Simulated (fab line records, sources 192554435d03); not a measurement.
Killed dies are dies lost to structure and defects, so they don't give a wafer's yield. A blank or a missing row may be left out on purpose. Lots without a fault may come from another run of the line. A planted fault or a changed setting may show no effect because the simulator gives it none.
Which tool did it? | flow n5_finfet | 16 lots, 48 wafers sampled, at 3 steps of a route of 1938

WHAT THE GAUGES READ, wafer by wafer
N5_BEOL_M10_INSPECT_13: inspects for defects (brightfield). Usual: raw_defect_count 427, standard deviation 100.
lot  | measured     | on                | raw_defect_count | flag
L074 | day 9 12:41  | defect_inspect-02 | 383 298 345      |
L079 | day 10 11:16 | defect_inspect-02 | 619 344 343      |
L077 | day 10 13:59 | defect_inspect-02 | 456 550 532      |
L078 | day 10 14:26 | defect_inspect-02 | 292 272 361      |
L081 | day 11 07:16 | defect_inspect-01 | 374 377 358      |
L082 | day 11 13:21 | defect_inspect-02 | 479 441 585      |
L084 | day 12 05:38 | defect_inspect-02 | 406 565 543      |
L083 | day 12 06:20 | defect_inspect-02 | 388 292 404      |
L085 | day 12 13:46 | defect_inspect-01 | 442 422 429      |
L086 | day 12 20:07 | defect_inspect-01 | 687 477 435      |
L091 | day 14 01:16 | defect_inspect-02 | 370 405 389      |
L090 | day 14 01:30 | defect_inspect-01 | 555 502 461      |
L093 | day 14 05:20 | defect_inspect-01 | 533 393 360      |
L092 | day 14 11:22 | defect_inspect-02 | 527 429 510      |
L094 | day 14 22:07 | defect_inspect-02 | 285 240 234      |
L096 | day 15 11:08 | defect_inspect-01 | 281 326 438      |

WHICH TOOL RAN EACH LOT (tool, then ch and the chambers of the sampled wafers, then the start)
lot  | N5_BEOL_M9_DESCUM_33               | N5_BEOL_M9_STRIP_80
L074 | rie_diel-02 ch 1,2,3, day 9 08:36  | rie_diel-02 ch 1,2,3, day 9 12:41 or earlier
L079 | rie_diel-05 ch 1,2,3, day 10 06:32 | rie_diel-05 ch 1,2,3, day 10 11:16 or earlier
L077 | rie_diel-04 ch 1,2, day 10 06:43   | rie_diel-04 ch 1,2, day 10 13:59 or earlier
L078 | rie_diel-05 ch 0,1,2, day 10 08:38 | rie_diel-05 ch 0,1,2, day 10 14:26 or earlier
L081 | rie_diel-02 ch 1,2,3, day 10 23:53 | rie_diel-02 ch 1,2,3, day 11 07:16 or earlier
L082 | rie_diel-04 ch 1,3, day 11 08:04   | rie_diel-04 ch 1,3, day 11 13:21 or earlier
L084 | rie_diel-02 ch 0,3, day 11 22:56   | rie_diel-02 ch 0,3, day 12 05:38 or earlier
L083 | rie_diel-02 ch 1,2,3, day 12 01:22 | rie_diel-02 ch 1,2,3, day 12 06:20 or earlier
L085 | rie_diel-04 ch 0,1, day 12 05:11   | rie_diel-04 ch 0,1, day 12 13:46 or earlier
L086 | rie_diel-02 ch 0,1,2, day 12 12:10 | rie_diel-02 ch 0,1,2, day 12 20:07 or earlier
L091 | rie_diel-02 ch 0,2, day 13 20:25   | rie_diel-02 ch 0,2, day 14 01:16 or earlier
L090 | rie_diel-05 ch 0,2,3, day 13 20:34 | rie_diel-05 ch 0,2,3, day 14 01:30 or earlier
L093 | rie_diel-04 ch 0,3, day 13 22:45   | rie_diel-04 ch 1,2,3, day 14 05:20 or earlier
L092 | rie_diel-04 ch 0,1,2, day 14 07:09 | rie_diel-04 ch 0,1,2, day 14 11:22 or earlier
L094 | rie_diel-04 ch 1,2,3, day 14 17:29 | rie_diel-04 ch 1,2,3, day 14 22:07 or earlier
L096 | rie_diel-05 ch 0,2,3, day 15 05:50 | rie_diel-05 ch 0,2,3, day 15 11:08 or earlier
- N5_BEOL_M9_DESCUM_33: chemistry O2, time 7 s.
- N5_BEOL_M9_STRIP_80: strips in N2/H2, time 10 s.

WHAT THE TOOLS THEMSELVES READ (means of the sampled wafers that have a number; where no wafer has one, the mark that the record gives instead)
N5_BEOL_M9_DESCUM_33. Usual: chamber_pressure_mTorr 20.003 mTorr, standard deviation 0.018; drypump_motor_current_A 5.8 A, standard deviation 0.4; oes_product_au 0.76 a.u., standard deviation 0.085; rf_fwd_power_W 49.4 W, standard deviation 0.31; rf_vpp_V 243.0 V, standard deviation 1.3; showerhead_plenum_p_Torr 2.09 Torr, standard deviation 0.062; throttle_valve_pct 20.47 %, standard deviation 0.25.
lot  | tool        | chamber_pressure_mTorr (mTorr) | drypump_motor_current_A (A) | oes_product_au (a.u.) | rf_fwd_power_W (W) | rf_vpp_V (V) | showerhead_plenum_p_Torr (Torr) | throttle_valve_pct (%) | flag
L074 | rie_diel-02 | 20.000                         | 6.0                         | 0.74                  | 49.2               | 243.1        | 2.09                            | 20.54                  |
L079 | rie_diel-05 | 20.001                         | 5.9                         | 0.72                  | 49.4               | 243.6        | 2.12                            | 20.43                  |
L077 | rie_diel-04 | 19.990                         | 5.5                         | 0.83                  | 49.4               | 244.8        | 2.11                            | 20.52                  |
L078 | rie_diel-05 | 19.989                         | 5.9                         | 0.73                  | 49.3               | 244.4        | 2.15                            | 20.46                  |
L081 | rie_diel-02 | 20.007                         | 6.0                         | 0.73                  | 49.2               | 242.6        | 2.08                            | 20.55                  |
L082 | rie_diel-04 | 20.017                         | 5.2                         | 0.93                  | 49.6               | 242.6        | 2.09                            | 20.09                  |
L084 | rie_diel-02 | 20.007                         | 5.7                         | 0.71                  | 49.2               | 242.9        | 2.06                            | 20.51                  |
L083 | rie_diel-02 | 20.009                         | 6.1                         | 0.72                  | 49.5               | 242.6        | 2.08                            | 20.57                  |
L085 | rie_diel-04 | 20.005                         | 5.2                         | 0.80                  | 49.5               | 242.3        | 2.08                            | 20.48                  |
L086 | rie_diel-02 | 20.019                         | 6.0                         | 0.72                  | 49.3               | 242.7        | 2.09                            | 20.72                  |
L091 | rie_diel-02 | 20.005                         | 6.1                         | 0.70                  | 49.5               | 243.1        | 2.13                            | 20.67                  |
L090 | rie_diel-05 | 20.004                         | 5.9                         | 0.74                  | 49.3               | 243.7        | 2.09                            | 20.50                  |
L093 | rie_diel-04 | 19.989                         | 5.3                         | 0.84                  | 49.6               | 242.4        | 2.04                            | 20.11                  |
L092 | rie_diel-04 | 20.023                         | 5.5                         | 0.75                  | 49.6               | 242.6        | 2.06                            | 20.57                  |
L094 | rie_diel-04 | 19.980                         | 5.6                         | 0.81                  | 49.7               | 243.1        | 2.08                            | 20.37                  |
L096 | rie_diel-05 | 20.001                         | 5.8                         | 0.73                  | 49.6               | 242.3        | 2.09                            | 20.53                  |

N5_BEOL_M9_STRIP_80. Usual: chamber_pressure_mTorr 19.998 mTorr, standard deviation 0.018; drypump_motor_current_A 5.8 A, standard deviation 0.4; oes_product_au 0.76 a.u., standard deviation 0.083; rf_vpp_V 59.1 V, standard deviation 0.87; showerhead_plenum_p_Torr 2.53 Torr, standard deviation 0.076; throttle_valve_pct 23.6 %, standard deviation 0.33.
lot  | tool        | chamber_pressure_mTorr (mTorr) | drypump_motor_current_A (A) | oes_product_au (a.u.) | rf_vpp_V (V) | showerhead_plenum_p_Torr (Torr) | throttle_valve_pct (%) | flag
L074 | rie_diel-02 | 19.998                         | 6.0                         | 0.74                  | 58.7         | 2.53                            | 23.9                   |
L079 | rie_diel-05 | 19.987                         | 5.9                         | 0.72                  | 59.7         | 2.56                            | 23.5                   |
L077 | rie_diel-04 | 19.994                         | 5.5                         | 0.81                  | 59.6         | 2.56                            | 23.6                   |
L078 | rie_diel-05 | 19.989                         | 5.9                         | 0.73                  | 59.2         | 2.61                            | 23.7                   |
L081 | rie_diel-02 | 20.007                         | 6.1                         | 0.73                  | 59.2         | 2.52                            | 23.9                   |
L082 | rie_diel-04 | 19.987                         | 5.3                         | 0.93                  | 58.9         | 2.52                            | 23.1                   |
L084 | rie_diel-02 | 20.003                         | 5.8                         | 0.72                  | 58.7         | 2.50                            | 23.7                   |
L083 | rie_diel-02 | 19.997                         | 6.0                         | 0.72                  | 59.3         | 2.52                            | 23.9                   |
L085 | rie_diel-04 | 20.000                         | 5.2                         | 0.81                  | 58.9         | 2.52                            | 23.6                   |
L086 | rie_diel-02 | 19.999                         | 6.0                         | 0.72                  | 58.2         | 2.52                            | 23.9                   |
L091 | rie_diel-02 | 20.011                         | 6.1                         | 0.70                  | 58.5         | 2.57                            | 23.8                   |
L090 | rie_diel-05 | 20.010                         | 5.8                         | 0.73                  | 58.3         | 2.53                            | 23.5                   |
L093 | rie_diel-04 | 19.996                         | 5.6                         | 0.83                  | 58.7         | 2.52                            | 23.4                   |
L092 | rie_diel-04 | 20.008                         | 5.5                         | 0.75                  | 59.2         | 2.50                            | 23.6                   |
L094 | rie_diel-04 | 20.018                         | 5.6                         | 0.82                  | 58.3         | 2.52                            | 23.4                   |
L096 | rie_diel-05 | 20.002                         | 5.9                         | 0.73                  | 59.4         | 2.52                            | 23.6                   |

THE ANSWER, worked out from the rows above alone
Rule: a lot is off if the mean of its wafers that have a number lies more than 3 standard deviations from the usual mean. A lot without any number at a reading at which 4 lots or more have one is off too. The other lots that the step has rows for count as sound. The gauges are gone through in route order, then the tools' own readings, and for those a lot's mean is taken as printed above. The first step at which some lot is off is used, and at that step the reading that is off furthest; a lot without a number counts as furthest.
No lot is off at any reading shown: from this, nothing can be told.

WHAT THE SIMULATOR HAD PUT IN
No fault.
